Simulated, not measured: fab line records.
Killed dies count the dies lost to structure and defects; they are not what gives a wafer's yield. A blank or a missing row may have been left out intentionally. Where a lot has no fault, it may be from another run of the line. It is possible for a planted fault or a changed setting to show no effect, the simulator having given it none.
The tool behind it: which one?    flow n5Finfet    11 lots, 30 wafers sampled, at 2 steps of a route of 1938

WHAT THE GAUGES READ, wafer by wafer
N5_BEOL_M9_INSPECT_58: inspects for defects (darkfield).
lot   measured      on                rawDefectCount
L792  day 10 00:53  defectInspect-02  196 95 68
L796  day 11 02:41  defectInspect-01  60 48 47
L795  day 11 02:44  defectInspect-01  104 65
L799  day 11 05:08  defectInspect-02  96 65 86
L797  day 11 11:31  defectInspect-01  46 61
L798  day 11 20:59  defectInspect-01  85 67 69
L801  day 12 13:48  defectInspect-02  88 38 50
L802  day 12 15:10  defectInspect-01  58 72 58
L803  day 13 09:02  defectInspect-01  39 66
L807  day 13 18:45  defectInspect-02  58 64 39
L808  day 13 20:33  defectInspect-01  58 85 45

EACH LOT AND THE TOOL THAT RAN IT (in order: tool; ch and the chambers of the sampled wafers; start)
lot   N5_BEOL_M9_ALD_74
L792  aldMetal-03 ch 0,1,3, day 9 22:55
L796  aldMetal-03 ch 0,1,2, day 11 00:59
L795  aldMetal-04 ch 0,3, day 11 01:00
L799  aldMetal-04 ch 0,1,3, day 11 03:08
L797  aldMetal-02 ch 1,3, day 11 09:41
L798  aldMetal-04 ch 0,1,2, day 11 17:55
L801  aldMetal-02 ch 0,1, day 12 12:00
L802  aldMetal-04 ch 0,1,2, day 12 12:26
L803  aldMetal-03 ch 1,3, day 13 06:56
L807  aldMetal-04 ch 0,2,3, day 13 16:45
L808  aldMetal-02 ch 0,2,3, day 13 17:26
- N5_BEOL_M9_ALD_74: deposits TaN, target thk 2 nm, pulse time 2 s, purge time 3 s.

THE ANSWER, worked out from the rows above alone
Rule: usual is defined by the lots themselves. Put in order of their means at a reading, lots are off if they are a third of the lots or fewer, leave a main group of 4 or more, and stand apart from it by a gap of 3 or more times the standard deviation of the main group's means; of several such gaps the widest counts. If all means in a main group match to the digits the tables above print for the reading, that group is not used. Also off: a lot with no number at a reading for which 4 or more lots have one. Any other lot the step has rows for is counted as sound.
No lot is off at any reading shown: from this, nothing can be told.

WHAT THE SIMULATOR PUT IN
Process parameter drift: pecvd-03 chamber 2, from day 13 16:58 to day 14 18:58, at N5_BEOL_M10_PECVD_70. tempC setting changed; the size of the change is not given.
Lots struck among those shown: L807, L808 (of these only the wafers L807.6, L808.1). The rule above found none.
